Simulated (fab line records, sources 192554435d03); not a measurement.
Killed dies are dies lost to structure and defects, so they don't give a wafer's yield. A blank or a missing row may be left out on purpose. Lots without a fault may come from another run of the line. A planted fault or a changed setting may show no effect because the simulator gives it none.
Split-lot experiment | flow n5_finfet | 7 lots, 39 wafers read, on a route of 1938 steps

THE SPLIT
At N5_BEOL_M4_DEP_57 (deposits SiCN from 3MS/NH3, target thk 8 nm, time 14 s), the setting time_s was moved away from the recipe's 14 s on 15 of the 39 wafers read, by -45.1% to +58.2%. The other wafers ran this setting at the recipe's value.

The reading is taken at the split's own step.

THE READING
SiCN_of_BEOL_M4_DEP_57.thk_nm (the simulator's own value, which no gauge read), in nm, at N5_BEOL_M4_DEP_57 (deposits SiCN from 3MS/NH3, target thk 8 nm, time 14 s). The file gives no usual value for it. The 24 wafers here that ran the recipe average 8.0 nm, standard deviation 0.16 nm.

wafer  | tool, chamber at the split | time_s as run, s | against the recipe | SiCN_of_BEOL_M4_DEP_57.thk_nm, nm | against lot-mates on the recipe
L076.1 | pecvd-03, 1,2              | 11.87            | -15.2%             | 7                                 | -1.2
L076.3 | pecvd-03, 1,2              | 11.87            | -15.2%             | 7                                 | -1.2
L076.2 | pecvd-03, 0,0,1            | 14               | recipe             | 8.2                               | -
L076.5 | pecvd-03, 0,0,1            | 14               | recipe             | 8.2                               | -
L076.6 | pecvd-03, 0,0,1            | 14               | recipe             | 8.2                               | -
L076.4 | pecvd-03, 2                | 11.87            | -15.2%             | 7.2                               | -1.0
L078.1 | pecvd-04, 2,1,1            | 14               | recipe             | 7.8                               | -
L078.3 | pecvd-04, 2,1,1            | 14               | recipe             | 7.8                               | -
L078.6 | pecvd-04, 2,1,1            | 14               | recipe             | 7.8                               | -
L079.1 | pecvd-02, 0                | 14               | recipe             | 7.8                               | -
L079.3 | pecvd-02, 0                | 14               | recipe             | 7.8                               | -
L079.2 | pecvd-02, 1,1,0            | 14               | recipe             | 8                                 | -
L079.4 | pecvd-02, 1,1,0            | 14               | recipe             | 8                                 | -
L079.6 | pecvd-02, 1,1,0            | 14               | recipe             | 8                                 | -
L079.5 | pecvd-02, 1                | 14               | recipe             | 8.2                               | -
L090.1 | pecvd-04, 2,0              | 7.69             | -45.1%             | 4.4                               | -3.6
L090.2 | pecvd-04, 2,0              | 7.69             | -45.1%             | 4.4                               | -3.6
L090.3 | pecvd-04, 0                | 7.69             | -45.1%             | 4.6                               | -3.4
L090.4 | pecvd-04, 2,2,0            | 14               | recipe             | 8                                 | -
L090.5 | pecvd-04, 2,2,0            | 14               | recipe             | 8                                 | -
L090.6 | pecvd-04, 2,2,0            | 14               | recipe             | 8                                 | -
L087.1 | pecvd-02, 1,2              | 8.798            | -37.2%             | 4.8                               | -3.1
L087.3 | pecvd-02, 1,2              | 8.798            | -37.2%             | 4.8                               | -3.1
L087.2 | pecvd-02, 0,2              | 14               | recipe             | 7.8                               | -
L087.6 | pecvd-02, 0,2              | 14               | recipe             | 7.8                               | -
L087.4 | pecvd-02, 0                | 8.798            | -37.2%             | 5                                 | -2.9
L087.5 | pecvd-02, 1                | 14               | recipe             | 8.2                               | -
L094.1 | pecvd-03, 2,0              | 22.15            | +58.2%             | 12.6                              | +4.5
L094.3 | pecvd-03, 2,0              | 22.15            | +58.2%             | 12.6                              | +4.5
L094.2 | pecvd-03, 1                | 14               | recipe             | 8                                 | -
L094.4 | pecvd-03, 1                | 14               | recipe             | 8                                 | -
L094.5 | pecvd-03, 0                | 14               | recipe             | 8.2                               | -
L094.6 | pecvd-03, 2                | 22.15            | +58.2%             | 12.8                              | +4.7
L097.1 | pecvd-04, 2                | 18.44            | +31.7%             | 10.6                              | +2.4
L097.2 | pecvd-04, 1                | 18.44            | +31.7%             | 10.4                              | +2.2
L097.3 | pecvd-04, 0,0,2            | 14               | recipe             | 8.2                               | -
L097.4 | pecvd-04, 0,0,2            | 14               | recipe             | 8.2                               | -
L097.5 | pecvd-04, 0,0,2            | 14               | recipe             | 8.2                               | -
L097.6 | pecvd-04, 1                | 18.44            | +31.7%             | 10.8                              | +2.6
Where a row lists several chambers, the file gives one row for several wafers and doesn't say which wafer went through which chamber.

THE FIT
A straight line over all 39 wafers: SiCN_of_BEOL_M4_DEP_57.thk_nm changes by +0.0801 nm for each +1% of time_s; r = +1.00; the points scatter about the line by 0.18 nm.
The same after taking each lot's own level away (the mean of its wafers on the recipe; 39 wafers): +0.0789 nm for each +1%; r = +1.00; scatter 0.12 nm.
On that fit, the largest move of time_s shifts the reading by 4.6 nm.
The lots' own levels span 7.80 to 8.20 nm, that is 2.5 times the standard deviation above.
So the lot-to-lot level changes the slope little: the two slopes agree.
Check: with one of the wafers moved furthest among these (+58.2%) left out of the fit, the line predicts +4.59 nm for it against its lot-mates. It came out at +4.53 nm against them.

OTHER SPLITS ON THESE WAFERS
These wafers also went through other splits before the reading. Each is held against what the fit with the lots' levels taken away leaves over:
other split on the same wafers     | wafers away from the commonest value | r with SiCN_of_BEOL_M4_DEP_57.thk_nm (lot level and that fit taken away)
N5_BEOL_M2_ILD_DEP_00 target_thk_a | 9                                    | +0.03
N5_BEOL_M2_DEP_57 target_thk_a     | 15                                   | +0.12

THE FILE'S OWN FIT
SiCN_of_BEOL_M4_DEP_57.thk_nm changes by +0.0789 nm for each +1% of time_s, r = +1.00.
